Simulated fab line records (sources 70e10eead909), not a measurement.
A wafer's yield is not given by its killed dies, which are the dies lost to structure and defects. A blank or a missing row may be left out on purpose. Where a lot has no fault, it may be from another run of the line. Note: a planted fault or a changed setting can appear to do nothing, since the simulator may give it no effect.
fab line records ; flow nandHarc
[record] lots = 6; wafers = 18; lastDay = 24
route steps=1159 shown A_CONTACT@947 A_BLC@964 END@1159
lots that met no fault: taken from a fault-free run of the same line
startH: the number of hours between the record's first day and the start of the first shown wafer of the lot ; waitH: hours elapsed since this lot's preceding step ; " the same as in the row above ; L1.1+2: several wafers, shown together as one row ; - no value present, or no start provided ; * or withheld: withheld ; < > ~ a bound
route shown NAME@n: names a module that has steps shown in the file, with the first one's number in the route ; usual: average and standard deviation across the fault-free wafers ; same: alike in all rows ; chamber/n: place in a boat ; sites: per-site readings ; _std_site: the values' standard deviation ; _edge_site: the outer-site mean with the inner-site mean subtracted ; radiusMm: how far each site lies from the wafer's centre ; mask NAME#n: copy n ; behind: the tool/chamber that last shaped the wafer ; hold: why the lot went on hold/how many hours it stayed there/how the hold came to an end ; device: the transistor (n, p or np) that didn't switch ; end of line: tests run on the same wafers once the route is complete ; where a step has no rows: the recipe by itself ; killed: dies lost to structure and defects at the first sort, not the wafer's yield ; map: shows each die of a wafer: x if killed, . if not, _ if none is there
set.NAME: the setting that was run; set.NAME@STEP: the one run at that earlier step ; model.NAME: the simulator's own value behind a step, which no gauge read
certain route steps with their lots: each step a table, each wafer a row
services: from which hour (startH, from the record's first day; less than 0 if before it) a tool's chamber was out of use, for how many hours, and why
[[steps]]
[step NHARC_A_CONTACT_ETCH_138]
[recipe] sourceW = withheld; pressureMtorr = 20; biasV = 3000; timeS = 132; targetDepthA = 12890; arFlowSccm = withheld; c4f8FlowSccm = withheld; o2FlowSccm = withheld; chemistry = C4F8/O2/Ar
[step NHARC_A_CONTACT_ETCH_139]
[recipe] sourceW = withheld; pressureMtorr = 20; biasV = 400; timeS = 137; targetDepthA = 5900; arFlowSccm = withheld; c4f8FlowSccm = 11.5; o2FlowSccm = 7.2; chemistry = C4F8/O2/Ar
[step NHARC_A_CONTACT_ETCH_92]
[recipe] targetDepthA = 400; overEtchFrac = 0.5; timeS = 85.7; ionEnergyEv = 120; ch3fFlowSccm = 50; o2FlowSccm = 30; arFlowSccm = 200; rfW = 500; biasW = 100; chemistry = CH3F/O2
[step NHARC_A_CONTACT_ETCH_98]
[recipe] targetDepthA = 200; overEtchFrac = 0.5; timeS = 10; ionEnergyEv = 250; c4f6FlowSccm = 25; o2FlowSccm = 20; arFlowSccm = 500; rfW = 600; biasW = 500; chemistry = C4F6/O2
[step NHARC_A_CONTACT_CD_MEAS_15]
[usual] cdNm = 89.9/0.79
lot.wafer;tool;chamber;startH;waitH;cdNm
L750.1;cdSem-02;-;393.25;-;91.2
L750.4;cdSem-02;-;393.25;-;89.7
L750.6;cdSem-02;-;393.25;-;90.9
L755.1;cdSem-01;-;405.50;-;91.8
L755.2;cdSem-01;-;405.50;-;89.9
L755.3;cdSem-01;-;405.50;-;89.9
L761.2;cdSem-01;-;459.61;-;88.6
L761.4;cdSem-01;-;459.61;-;89.8
L761.6;cdSem-01;-;459.61;-;89.4
L762.2;cdSem-02;-;462.86;-;88.9
L762.3;cdSem-02;-;462.86;-;89.3
L762.4;cdSem-02;-;462.86;-;90.6
L772.3;cdSem-03;-;507.24;-;88.8
L772.4;cdSem-03;-;507.24;-;90.1
L772.6;cdSem-03;-;507.24;-;88.3
L771.1;cdSem-02;-;509.46;-;89.2
L771.2;cdSem-02;-;509.46;-;90.1
L771.3;cdSem-02;-;509.46;-;89.7
[step NHARC_A_CONTACT_STRIP_107]
[recipe] n2FlowSccm = 150; h2FlowSccm = 150; arFlowSccm = 0; biasW = 0; chemistry = N2/H2
[step NHARC_A_CONTACT_STRIP_108]
[recipe] cf4FlowSccm = 100; chf3FlowSccm = 30; arFlowSccm = 0; biasW = 0; chemistry = CF4/CHF3
[step NHARC_A_CONTACT_STRIP_109]
[recipe] o2FlowSccm = 400; cosFlowSccm = 20; arFlowSccm = 0; biasW = 0; chemistry = O2/COS
[step NHARC_A_CONTACT_ETCH_110]
[recipe] targetDepthA = 500; overetchA = 50; timeS = 27.5; ionEnergyEv = 100; cf4FlowSccm = 80; o2FlowSccm = 20; arFlowSccm = 0; rfW = 300; biasW = 100; chemistry = CF4/O2
[step NHARC_A_CONTACT_STRIP_26]
[recipe] o2FlowSccm = 500; arFlowSccm = 0; biasW = 0; chemistry = O2
[usual] drypumpMotorCurrentA = 6.0/0.5; oesProductAu = 1.002/0.012; rfVppV = 57.5/0.89; showerheadPlenumPTorr = 3.45/0.13; throttleValvePct = 17.036/0.0085
lot.wafer;tool;chamber;startH;waitH;drypumpMotorCurrentA;oesProductAu;rfHoursCounterH;rfVppV;showerheadPlenumPTorr;throttleValvePct
L750.4;rieDiel-12;0;-;-;6.6;1.004;1;57.5;3.49;17.023
L750.1;rieDiel-12;1;-;-;6.0;1.000;1;58.2;3.46;17.045
L750.6;rieDiel-12;0;-;-;6.6;1.007;-;57.1;3.49;17.053
L755.2;rieDiel-05;1;-;-;6.0;1.020;20;57.2;3.38;17.034
L755.1;rieDiel-05;2;-;-;6.3;1.005;22;58.7;3.76;17.027
L755.3;rieDiel-05;3;-;-;4.8;1.006;21;60.4;3.41;17.038
L761.2;rieDiel-12;0;-;-;6.6;1.016;15;56.9;3.48;17.029
L761.4;rieDiel-12;2;-;-;5.4;1.000;13;57.8;3.53;17.036
L761.6;rieDiel-12;0;-;-;6.6;1.018;-;58.4;3.48;17.053
L762.4;rieDiel-12;0;-;-;6.6;1.011;16;58.0;3.48;17.039
L762.3;rieDiel-12;2;-;-;5.4;0.982;14;57.4;3.53;17.034
L762.2;rieDiel-12;3;-;-;6.3;1.018;15;57.6;3.29;17.037
L772.4;rieDiel-12;0;-;-;6.6;0.994;23;55.8;3.47;17.029
L772.3;rieDiel-12;1;-;-;6.0;1.004;20;56.6;3.45;17.037
L772.6;rieDiel-12;0;-;-;6.6;0.990;-;57.8;3.47;17.033
L771.2;rieDiel-08;1;-;-;6.5;0.989;9;55.3;3.29;17.039
L771.3;rieDiel-08;2;-;-;6.1;0.991;9;58.1;3.77;17.044
L771.1;rieDiel-08;3;-;-;6.0;1.003;9;57.6;3.43;17.035
[step NHARC_A_CONTACT_STRIP_27]
[recipe] timeS = 600; tempC = 30; chemistry = postEtchResidueRemover
[step NHARC_A_CONTACT_ALD_18]
[recipe] targetThkA = 30; pulseTimeS = 1; aldCycles = 150; tempC = 450; material = TiN
[step NHARC_A_CONTACT_CVD_19]
[recipe] targetThkA = 3000; tempC = 300; pressureTorr = 40; wf6FlowSccm = 40; h2FlowSccm = 1600; arFlowSccm = 1560; timeS = 802; material = W
[usual] heaterPowerW = 456/29; susceptorTempC = 300.00/0.2; throttleValvePct = 7.82/0.18
lot.wafer;tool;chamber;startH;waitH;heaterPowerW;susceptorTempC;throttleValvePct
L750.1;cvdW-01;0;396.38;-;456;300.04;7.61
L750.4;cvdW-01;1;396.38;-;491;300.02;7.43
L750.6;cvdW-01;0;396.38;-;441;299.92;7.74
L755.2;cvdW-02;0;406.66;-;447;299.88;7.59
L755.1;cvdW-02;1;406.66;-;418;299.96;7.90
L755.3;cvdW-02;1;406.66;-;413;300.13;7.80
L761.2;cvdW-01;0;461.19;-;454;-;7.60
L761.4;cvdW-01;0;461.19;-;462;-;7.58
L761.6;cvdW-01;0;461.19;-;456;-;7.87
L762.2;cvdW-01;1;464.23;-;497;300.17;7.56
L762.4;cvdW-01;0;464.23;-;438;299.97;7.78
L762.3;cvdW-01;1;464.23;-;490;300.34;7.67
L772.3;cvdW-02;0;508.61;-;434;-;7.94
L772.4;cvdW-02;1;508.61;-;434;-;7.96
L772.6;cvdW-02;0;508.61;-;467;-;7.99
L771.1;cvdW-02;0;510.75;-;465;-;8.02
L771.2;cvdW-02;1;510.75;-;423;-;7.86
L771.3;cvdW-02;0;510.75;-;457;-;7.83
[step NHARC_A_CONTACT_CMP_20]
[recipe] tOverpolishS = 30; targetThkNm = 300
[step NHARC_A_CONTACT_SRD_22]
[step NHARC_A_BLC_DEHYDRATE_00]
[recipe] tempC = 150; timeS = 120
[step NHARC_A_BLC_HMDS_01]
[recipe] timeS = 30
[step NHARC_A_BLC_COAT_02]
[recipe] tempC = 260; timeS = 75
[step NHARC_A_BLC_COAT_03]
[recipe] tempC = 225; timeS = 65
[step NHARC_A_BLC_COAT_04]
[recipe] spinRpm = 1500; resistThkNm = 90
[step NHARC_A_BLC_SOFTBAKE_05]
[recipe] tempC = 105; timeS = 55
[step NHARC_A_BLC_EBR_06]
[step NHARC_A_BLC_EXPOSE_07]
[recipe] na = 1.35; targetCdNm = 100; doseMj = 67.97; maskId = A_BLC
[step NHARC_A_BLC_PEB_08]
[recipe] pebTempC = 100; pebTimeS = 65
[step NHARC_A_BLC_DEVELOP_09]
[recipe] developTimeS = 35; devTempC = 23
[step NHARC_A_BLC_CD_MEAS_10]
[recipe] targetCdNm = 100; landingEnergyEv = 500
[usual] cdNm = 100.1/0.71
lot.wafer;tool;chamber;startH;waitH;cdNm
L750.1;cdSem-03;0;398.07;-;100.7
L750.4;cdSem-03;0;398.07;-;100.1
L750.6;cdSem-03;0;398.07;-;98.4
L755.1;cdSem-03;0;408.34;-;99.1
L755.2;cdSem-03;0;408.34;-;100.6
L755.3;cdSem-03;0;408.34;-;99.6
L761.2;cdSem-01;0;462.86;-;99.3
L761.4;cdSem-01;0;462.86;-;98.8
L761.6;cdSem-01;0;462.86;-;100.1
L762.2;cdSem-01;0;465.92;-;98.5
L762.3;cdSem-01;0;465.92;-;99.8
L762.4;cdSem-01;0;465.92;-;99.1
L772.3;cdSem-03;0;510.18;-;100.6
L772.4;cdSem-03;0;510.18;-;99.7
L772.6;cdSem-03;0;510.18;-;100.5
L771.1;cdSem-03;0;512.42;-;100.8
L771.2;cdSem-03;0;512.42;-;100.7
L771.3;cdSem-03;0;512.42;-;100.3
[step NHARC_A_BLC_OVL_MEAS_11]
[usual] overlayXNm = -0.1/0.87; overlayYNm = 0.3/0.69
lot.wafer;tool;chamber;startH;waitH;overlayXNm;overlayYNm
L750.1;overlay-01;-;398.16;-;0.8;0.0
L750.4;overlay-01;-;398.16;-;1.0;-0.4
L750.6;overlay-01;-;398.16;-;0.3;0.5
L755.1;overlay-02;-;408.42;-;0.3;0.9
L755.2;overlay-02;-;408.42;-;0.6;1.1
L755.3;overlay-02;-;408.42;-;0.1;1.0
L761.2;overlay-02;-;462.94;-;-1.5;-0.4
L761.4;overlay-02;-;462.94;-;-1.8;0.1
L761.6;overlay-02;-;462.94;-;-1.2;0.5
L762.2;overlay-02;-;466.01;-;-0.1;1.0
L762.3;overlay-02;-;466.01;-;0.4;0.4
L762.4;overlay-02;-;466.01;-;-0.1;0.3
L772.3;overlay-02;-;510.26;-;-0.6;0.8
L772.4;overlay-02;-;510.26;-;-1.1;0.7
L772.6;overlay-02;-;510.26;-;-1.3;0.8
L771.1;overlay-01;-;512.51;-;0.1;0.2
L771.2;overlay-01;-;512.51;-;-0.1;0.3
L771.3;overlay-01;-;512.51;-;0.0;0.2
[step NHARC_A_BLC_DESCUM_15]
[recipe] timeS = 3; o2FlowSccm = 200; arFlowSccm = 0; biasPowerW = 0; chemistry = O2
[step NHARC_A_BLC_ETCH_16]
[recipe] targetDepthA = 390; overEtchFrac = 0.3; timeS = 65; ionEnergyEv = 80; cf4FlowSccm = 150; arFlowSccm = 0; rfW = 300; biasW = 100; chemistry = CF4
[usual] cf4FlowSccm = 150.1/0.46; drypumpMotorCurrentA = 5.7/0.45; oesProductAu = 0.999/0.015; rfVppV = 151.1/1.2; showerheadPlenumPTorr = 1.76/0.067; throttleValvePct = 13.284/0.0093
lot.wafer;tool;chamber;startH;waitH;cf4FlowSccm;drypumpMotorCurrentA;oesProductAu;rfHoursCounterH;rfVppV;showerheadPlenumPTorr;throttleValvePct
L750.4;rieDiel-02;3;398.39;0.1;149.2;4.9;1.015;25;151.7;1.79;13.286
L750.1;rieDiel-02;1;398.39;0.1;149.7;5.7;1.000;23;150.2;1.78;13.294
L750.6;rieDiel-02;3;398.39;0.1;150.5;4.9;1.026;-;151.0;1.79;13.287
L755.1;rieDiel-03;0;408.61;0.1;150.4;5.9;1.016;1;151.0;1.83;13.274
L755.2;rieDiel-03;1;408.61;0.1;150.1;4.9;1.004;1;150.0;1.75;13.291
L755.3;rieDiel-03;3;408.61;0.1;150.8;5.6;1.015;1;150.1;1.74;13.293
L761.4;rieDiel-03;2;463.13;0.1;150.8;5.6;0.967;8;151.7;1.81;13.269
L761.2;rieDiel-03;3;463.13;0.1;150.3;5.6;1.017;8;150.7;1.74;13.294
L761.6;rieDiel-03;1;463.13;0.1;150.1;4.9;1.000;-;152.2;1.75;13.279
L762.4;rieDiel-02;2;466.20;0.1;150.3;5.7;1.019;47;149.9;1.67;13.298
L762.2;rieDiel-02;3;466.20;0.1;150.7;4.9;1.018;48;150.6;1.79;13.301
L762.3;rieDiel-02;0;466.20;0.1;149.9;6.3;0.991;48;151.3;1.72;13.287
L772.4;rieDiel-03;3;510.46;0.1;150.2;5.6;1.011;12;151.6;1.74;13.280
L772.3;rieDiel-03;1;510.46;0.1;150.6;5.0;0.987;13;151.3;1.75;13.292
L772.6;rieDiel-03;0;510.46;0.1;150.1;5.9;0.994;-;153.1;1.82;13.304
L771.2;rieDiel-13;2;512.69;0.1;150.0;6.5;0.992;4;151.3;1.66;13.278
L771.3;rieDiel-13;3;512.69;0.1;150.8;5.9;0.988;6;151.6;1.73;13.280
L771.1;rieDiel-13;1;512.69;0.1;150.1;6.3;1.021;5;152.5;1.88;13.294
[step NHARC_A_BLC_ETCH_17]
[recipe] targetDepthA = 3900; overEtchFrac = 0.25; timeS = 609.38; ionEnergyEv = 200; n2FlowSccm = 150; h2FlowSccm = 150; arFlowSccm = 0; rfW = 400; biasW = 150; chemistry = N2/H2
[usual] drypumpMotorCurrentA = 5.7/0.42; h2FlowSccm = 149.9/0.42; oesProductAu = 1.000/0.015; rfVppV = 430.2/2.5; showerheadPlenumPTorr = 2.02/0.085; throttleValvePct = 14.171/0.0096
lot.wafer;tool;chamber;startH;waitH;drypumpMotorCurrentA;h2FlowSccm;oesProductAu;rfHoursCounterH;rfVppV;showerheadPlenumPTorr;throttleValvePct
L750.4;rieDiel-02;2;-;-;5.7;149.6;1.014;25;427.2;1.92;14.165
L750.1;rieDiel-02;0;-;-;6.3;151.0;0.988;23;429.9;1.98;14.169
L750.6;rieDiel-02;3;-;-;4.9;149.7;1.021;-;431.6;2.07;14.180
L755.1;rieDiel-03;0;-;-;5.9;149.8;1.014;1;431.7;2.11;14.171
L755.3;rieDiel-03;1;-;-;5.0;149.5;1.009;1;428.8;2.02;14.171
L755.2;rieDiel-03;2;-;-;5.6;150.0;0.969;1;432.2;2.09;14.173
L761.2;rieDiel-03;1;-;-;5.0;149.9;1.010;7;429.3;2.02;14.167
L761.4;rieDiel-03;2;-;-;5.7;150.1;0.974;8;433.6;2.09;14.180
L761.6;rieDiel-03;2;-;-;5.6;149.7;0.979;-;432.9;2.09;14.162
L762.3;rieDiel-02;1;-;-;5.7;149.6;1.000;48;429.7;2.05;14.163
L762.2;rieDiel-02;2;-;-;5.7;150.3;1.017;48;427.9;1.92;14.159
L762.4;rieDiel-02;0;-;-;6.3;150.2;1.002;48;430.1;1.97;14.174
L772.3;rieDiel-03;1;-;-;5.0;149.1;1.005;13;430.2;2.02;14.180
L772.4;rieDiel-03;2;-;-;5.6;150.2;0.965;14;432.3;2.09;14.182
L772.6;rieDiel-03;0;-;-;5.9;149.9;1.002;-;433.6;2.11;14.192
L771.2;rieDiel-13;2;-;-;6.5;149.8;0.989;5;427.2;1.90;14.168
L771.3;rieDiel-13;0;-;-;6.0;149.6;1.002;6;426.4;1.88;14.174
L771.1;rieDiel-13;1;-;-;6.2;149.8;1.011;6;434.0;2.18;14.173
[step NHARC_A_BLC_ETCH_18]
[recipe] targetDepthA = 9100; c4f8FlowSccm = 20; o2FlowSccm = 10; arFlowSccm = withheld; rfW = 600; biasW = 1500; chemistry = C4F8/O2/Ar
[step NHARC_A_BLC_CD_MEAS_19]
[usual] cdNm = 101/3.1
lot.wafer;tool;chamber;startH;waitH;cdNm
L750.1;cdSem-03;-;399.28;-;97
L750.4;cdSem-03;-;399.28;-;105
L750.6;cdSem-03;-;399.28;-;95
L755.1;cdSem-02;-;409.48;-;99
L755.2;cdSem-02;-;409.48;-;99
L755.3;cdSem-02;-;409.48;-;100
L761.2;cdSem-03;-;464.01;-;98
L761.4;cdSem-03;-;464.01;-;101
L761.6;cdSem-03;-;464.01;-;104
L762.2;cdSem-03;-;467.09;-;106
L762.3;cdSem-03;-;467.09;-;102
L762.4;cdSem-03;-;467.09;-;99
L772.3;cdSem-02;-;511.41;-;104
L772.4;cdSem-02;-;511.41;-;96
L772.6;cdSem-02;-;511.41;-;101
L771.1;cdSem-02;-;513.58;-;102
L771.2;cdSem-02;-;513.58;-;104
L771.3;cdSem-02;-;513.58;-;103
[step NHARC_A_BLC_STRIP_29]
[recipe] cf4FlowSccm = 150; arFlowSccm = 0; biasW = 0; chemistry = CF4
[step NHARC_A_BLC_STRIP_21]
[recipe] o2FlowSccm = 500; arFlowSccm = 0; biasW = 0; chemistry = O2
[step NHARC_A_BLC_STRIP_22]
[recipe] timeS = 600; tempC = 30; chemistry = postEtchResidueRemover
[step NHARC_A_BLC_DEGAS_30]
[recipe] tempC = 300; timeS = 60
[step NHARC_A_BLC_PRE_CLEAN_31]
[recipe] timeS = 15; biasV = 250; gas = Ar
[step NHARC_A_BLC_PVD_32]
[recipe] targetThkA = 50; chamberPressurePa = 5; powerW = 5000; substrateTempC = 200; timeS = 17.7; material = Ti
[usual] throttleValvePct = 29.8/1
lot.wafer;tool;chamber;startH;waitH;throttleValvePct
L750.1;pvdSputter-03;-;-;-;28.5
L750.4;pvdSputter-03;-;-;-;30.4
L750.6;pvdSputter-03;-;-;-;28.9
L755.1;pvdSputter-03;-;-;-;29.9
L755.3;pvdSputter-03;-;-;-;30.2
L755.2;pvdSputter-03;-;-;-;28.7
L761.4;pvdSputter-02;-;-;-;28.1
L761.2;pvdSputter-02;-;-;-;29.4
L761.6;pvdSputter-02;-;-;-;29.8
L762.4;pvdSputter-01;-;-;-;30.7
L762.2;pvdSputter-01;-;-;-;32.3
L762.3;pvdSputter-01;-;-;-;30.3
L772.4;pvdSputter-03;-;-;-;29.0
L772.3;pvdSputter-03;-;-;-;30.9
L772.6;pvdSputter-03;-;-;-;29.0
L771.1;pvdSputter-02;-;-;-;29.1
L771.3;pvdSputter-02;-;-;-;29.3
L771.2;pvdSputter-02;-;-;-;29.7
[step NHARC_A_BLC_ALD_23]
[recipe] targetThkA = 30; pulseTimeS = 1; aldCycles = 150; tempC = 450; material = TiN
[usual] heaterPowerW = 1029/120; precursorPulseHeightRel = 1.002/0.02; susceptorTempC = 449.99/0.24
lot.wafer;tool;chamber;startH;waitH;heaterPowerW;precursorPulseHeightRel;susceptorTempC
L750.4;aldMetal-04;0;400.13;-;1004;0.986;449.50
L750.1;aldMetal-04;1;400.13;-;1267;0.958;449.87
L750.6;aldMetal-04;1;400.13;-;1230;0.991;450.04
L755.2;aldMetal-01;0;410.33;-;1005;1.017;450.37
L755.1;aldMetal-01;1;410.33;-;1065;1.002;449.76
L755.3;aldMetal-01;2;410.33;-;1178;1.027;450.14
L761.2;aldMetal-02;3;464.92;-;1146;1.002;449.87
L761.4;aldMetal-02;0;464.92;-;926;1.025;449.79
L761.6;aldMetal-02;0;464.92;-;943;1.021;449.57
L762.2;aldMetal-02;0;467.92;-;917;0.958;449.88
L762.3;aldMetal-02;1;467.92;-;1090;1.008;450.05
L762.4;aldMetal-02;3;467.92;-;1146;0.986;449.81
L772.3;aldMetal-02;1;512.27;-;1088;1.008;450.13
L772.4;aldMetal-02;3;512.27;-;1121;1.015;450.08
L772.6;aldMetal-02;1;512.27;-;1077;0.999;450.03
L771.1;aldMetal-01;2;514.49;-;1184;1.023;450.14
L771.3;aldMetal-01;0;514.49;-;1059;1.013;449.90
L771.2;aldMetal-01;1;514.49;-;1032;0.993;449.92
[step NHARC_END_SORT_01]
[recipe] tempC = 25
[usual] killedAtArray = 29/10; killedAtOther = 0.7/1; killedAtPeriphery = 3.7/2.6; killedDies = 33/10; killedOpen = 3.4/1.8; killedShort = 1.8/1.3
[same] grossDies = 677
lot.wafer;tool;chamber;startH;waitH;killedAtArray;killedAtOther;killedAtPeriphery;killedDies;killedOpen;killedShort
L755.1;prober-01;0;463.51;2.5;26;2;4;32;7;3
L755.2;prober-01;0;464.32;2.8;22;0;1;23;2;1
L755.3;prober-01;0;465.13;3.1;32;1;3;36;4;1
L761.2;prober-02;0;508.75;2.8;33;0;1;34;4;5
L761.4;prober-02;0;510.34;3.4;27;0;3;30;3;6
L761.6;prober-02;0;511.94;4.0;32;2;3;37;3;3
L762.2;prober-01;0;515.19;2.8;29;0;3;32;0;1
L762.3;prober-01;0;515.99;3.1;32;1;2;35;4;3
L762.4;prober-01;0;516.80;3.4;41;0;6;47;3;3
L771.1;prober-01;0;561.55;2.5;97;2;5;104;1;1
L771.2;prober-01;0;562.34;2.8;101;1;2;104;3;1
L771.3;prober-01;0;563.13;3.1;108;1;2;111;2;2
L772.3;prober-02;0;568.70;3.1;95;2;3;100;2;0
L772.4;prober-02;0;569.50;3.4;119;0;1;120;2;3
L772.6;prober-02;0;571.12;4.0;124;3;2;129;1;3
// killed by level:class
L755.1 A_SLIT:chamberFilmFlake=6 A_CONTACT:chamberFilmFlake=6 A_CHANNEL_HOLE_D1:chamberFilmFlake=5 P_ZERO_WELL:chamberFilmFlake=3 A_ONON_D1:geometricParticle:open=2 A_CONTACT:geometricParticle:open=2 P_CONTACT:geometricParticle:open=1 A_ONON_D1:geometricParticle:short=1
L755.2 A_SLIT:chamberFilmFlake=8 A_CONTACT:chamberFilmFlake=6 A_CHANNEL_HOLE_D1:chamberFilmFlake=3 A_STAIRCASE:chamberFilmFlake=2 P_M0:geometricParticle:open=1 A_CONTACT:geometricParticle:open=1 A_CONTACT:geometricParticle:short=1 A_ZERO_WELL:chamberFilmFlake=1
L755.3 A_SLIT:chamberFilmFlake=11 A_CONTACT:chamberFilmFlake=6 A_STAIRCASE:chamberFilmFlake=4 A_WL_FILL:chamberFilmFlake=4 A_CHANNEL_HOLE_D1:chamberFilmFlake=3 A_CONTACT:geometricParticle:open=2 P_ZERO_WELL:chamberFilmFlake=2 P_CONTACT:geometricParticle:open=1
L761.2 A_SLIT:chamberFilmFlake=14 A_CONTACT:chamberFilmFlake=5 A_CHANNEL_HOLE_D1:chamberFilmFlake=3 A_M0:geometricParticle:open=2 A_STAIRCASE:chamberFilmFlake=2 P_STI:geometricParticle:short=1 A_SOURCE_PLATE:geometricParticle:short=1 A_CHANNEL_FILL_D1:geometricParticle:short=1
L761.4 A_SLIT:chamberFilmFlake=17 A_WL_FILL:geometricParticle:short=3 P_STI:geometricParticle:short=1 P_CONTACT:geometricParticle:open=1 A_ONON_D1:geometricParticle:short=1 A_CHANNEL_FILL_D1:geometricParticle:short=1 A_CONTACT:geometricParticle:open=1 A_M1:geometricParticle:open=1
L761.6 A_SLIT:chamberFilmFlake=10 A_CONTACT:chamberFilmFlake=6 A_STAIRCASE:chamberFilmFlake=5 A_CHANNEL_HOLE_D1:chamberFilmFlake=3 A_WL_FILL:chamberFilmFlake=3 THIN_TSV:chamberFilmFlake=2 P_M0:geometricParticle:open=1 A_ONON_D1:geometricParticle:short=1
L762.2 A_CHANNEL_HOLE_D1:chamberFilmFlake=16 A_STAIRCASE:chamberFilmFlake=8 A_WL_FILL:chamberFilmFlake=2 A_CHANNEL_FILL_D1:geometricParticle:short=1 P_ZERO_WELL:chamberFilmFlake=1 P_STI:chamberFilmFlake=1 P_GATE:chamberFilmFlake=1 A_CHANNEL_FILL_D1:chamberFilmFlake=1
L762.3 A_CHANNEL_HOLE_D1:chamberFilmFlake=15 A_STAIRCASE:chamberFilmFlake=5 A_CONTACT:chamberFilmFlake=4 A_ONON_D1:geometricParticle:short=2 A_CONTACT:geometricParticle:open=2 A_WL_FILL:chamberFilmFlake=2 P_M0:geometricParticle:open=1 A_WL_FILL:geometricParticle:short=1
L762.4 A_STAIRCASE:chamberFilmFlake=17 A_CHANNEL_HOLE_D1:chamberFilmFlake=15 P_ZERO_WELL:chamberFilmFlake=3 A_CONTACT:chamberFilmFlake=3 P_CONTACT:geometricParticle:short=1 P_CONTACT:geometricParticle:open=1 A_CHANNEL_FILL_D1:geometricParticle:short=1 A_SGD_CUT:geometricParticle:open=1
L771.1 A_CONTACT:unspecified=79 A_CHANNEL_HOLE_D1:chamberFilmFlake=16 A_CONTACT:chamberFilmFlake=2 THIN_TSV:chamberFilmFlake=2 P_CONTACT:geometricParticle:short=1 P_CONTACT:geometricParticle:open=1 P_ZERO_WELL:chamberFilmFlake=1 P_M0:chamberFilmFlake=1
L771.2 A_CONTACT:unspecified=78 A_CHANNEL_HOLE_D1:chamberFilmFlake=18 A_CONTACT:geometricParticle:open=2 P_GATE:geometricParticle:open=1 A_WL_FILL:geometricParticle:short=1 P_ZERO_WELL:chamberFilmFlake=1 A_STAIRCASE:chamberFilmFlake=1 A_CONTACT:chamberFilmFlake=1
L771.3 A_CONTACT:unspecified=82 A_CHANNEL_HOLE_D1:chamberFilmFlake=22 A_WL_FILL:geometricParticle:short=2 P_CONTACT:geometricParticle:open=1 A_CONTACT:geometricParticle:open=1 P_ZERO_WELL:chamberFilmFlake=1 THIN_TSV:chamberFilmFlake=1 A_CONTACT:chamberFilmFlake=1
L772.3 A_CONTACT:unspecified=76 A_SLIT:chamberFilmFlake=10 A_CHANNEL_HOLE_D1:chamberFilmFlake=3 A_SGD_CUT:chamberFilmFlake=2 A_WL_FILL:chamberFilmFlake=2 A_CONTACT:chamberFilmFlake=2 THIN_TSV:chamberFilmFlake=2 P_M0:geometricParticle:open=1
L772.4 A_CONTACT:unspecified=87 A_SLIT:chamberFilmFlake=15 A_CHANNEL_HOLE_D1:chamberFilmFlake=10 A_CONTACT:geometricParticle:short=2 A_WL_FILL:chamberFilmFlake=2 P_M0:geometricParticle:short=1 A_CHANNEL_FILL_D1:geometricParticle:open=1 A_M0:geometricParticle:open=1
L772.6 A_CONTACT:unspecified=86 A_SLIT:chamberFilmFlake=24 A_CHANNEL_HOLE_D1:chamberFilmFlake=7 A_WL_FILL:geometricParticle:short=2 A_SGD_CUT:chamberFilmFlake=2 A_CONTACT:chamberFilmFlake=2 A_CONTACT:geometricParticle:open=1 STARTING-WAFER:geometricParticle:short=1
// map L771.3 (x killed, . not)
____________.____________
_________......._________
_______..........._______
______.............______
_____..............._____
____.................____
____.................____
___...................___
___...................___
__...x.x...............__
__....x................__
_.......x..............._
_........xxx............_
_...x.xxxx.............._
_....xxxx..............._
_....xxxxxx.x..........._
...xxx.xx.x..............
...x.xxxxx..x............
....xxxxxx...............
...xxxxxxxx......x.......
...xxxxxxxx..............
_.x.xxxxxxxx............_
_..xxxxxxxxx............_
_..xxxxxxxxx............_
_.x.xxxxxxx............._
_....xxxxxx............._
__..xxxxx..............__
__....xx.x.............__
___....x.x............___
___...x...............___
____.................____
____.................____
_____..............._____
______.............______
_______..........._______
_________......._________
____________.____________
// map L772.6 (x killed, . not)
____________.____________
_________....x.._________
_______..........._______
______.............______
_____.........xx...._____
____....x....xx......____
____..........xx.....____
___.........xx.x...x..___
___...........x.......___
__......x.....xxx......__
__...........xxxxx.....__
_............xx.x......._
_...x..x.x......xx......_
_..x......x.x..........._
_.....x........x........_
_.....xx......x........._
...x..xx.x.............x.
.....xxxxx.........x..x..
.....xxxx.xx......x......
...xxxxxxxx.....x......x.
..x.xxxxxxx..............
_..xxxxxxxxx.....x......_
_..xxxxxxxxx............_
_..xxxxxxxx............._
_...xxxxxxx............._
_....xxxxx..x..........._
__..xxxx.xx............__
__..x..xxx........x....__
___.....x........x....___
___....x..............___
____.................____
____.................____
_____..............._____
______.............______
_______..........._______
_________......._________
____________.____________
[[services]]
tool;chamber;startH;hours;kind
cvdW-02;-;377.78;13.0;pm
aldMetal-01;3;378.46;2.2;repair
rieDiel-12;-;379.64;9.0;pm
rieDiel-03;0;387.72;3.5;repair
pvdSputter-02;-;392.00;10.0;pm
rieDiel-03;-;392.44;9.0;pm
rieDiel-08;1;393.69;15.0;repair
aldMetal-04;-;406.00;10.0;pm
rieDiel-02;2;411.14;4.3;repair
aldMetal-04;1;438.73;25.8;repair
rieDiel-05;1;439.54;9.8;repair
rieDiel-12;1;441.76;11.6;repair
pvdSputter-01;-;445.54;6.2;repair
rieDiel-13;-;453.00;9.0;pm
rieDiel-02;3;456.78;6.1;repair
aldMetal-01;-;458.00;10.0;pm
pvdSputter-03;-;458.00;10.0;pm
rieDiel-13;2;470.62;8.9;repair
cvdW-01;-;477.91;13.0;pm
rieDiel-12;0;478.21;5.0;repair
rieDiel-02;0;478.37;8.8;repair
aldMetal-01;-;486.28;0.5;repair
rieDiel-02;-;505.73;9.0;pm
aldMetal-02;-;510.55;0.6;repair
[[key]]
[firstSign] step = NHARC_END_SORT_01; reading = killedAtArray; direction = up; sigmas = 7.9; usual = 29; struck = 107
[effect] step = NHARC_END_SORT_01; reading = killedDies; direction = up; sigmas = 7.7; usual = 33; struck = 111
[moreKillsBornAt] NHARC_A_CONTACT_CVD_19@cvdW-02 = 488
metAt NHARC_A_CONTACT_CVD_19
struckWafers L771.1,L771.2,L771.3,L772.3,L772.4,L772.6
testerLeftOut L771,L772
onsetBetween 406.66 508.61
alsoFits time
[earlierFault] kind = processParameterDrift; tool = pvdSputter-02; chamber = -; onsetH = 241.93; steps = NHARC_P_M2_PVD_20; channel = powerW; offset = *; shape = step; actsIn = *; stated = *
[fault] kind = chamberParticleSource; tool = cvdW-02; chamber = -; onsetH = 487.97; steps = NHARC_A_CONTACT_CVD_19; ratePerVisitCm2 = 0.63763
// testerLeftOut: of these lots the tester's yield and bins aren't shown, on N5 and GAA mostly nor the transistor test; their killed dies are dies lost to structure and defects alone, not to doping, threshold or leakage, so they don't give the yield
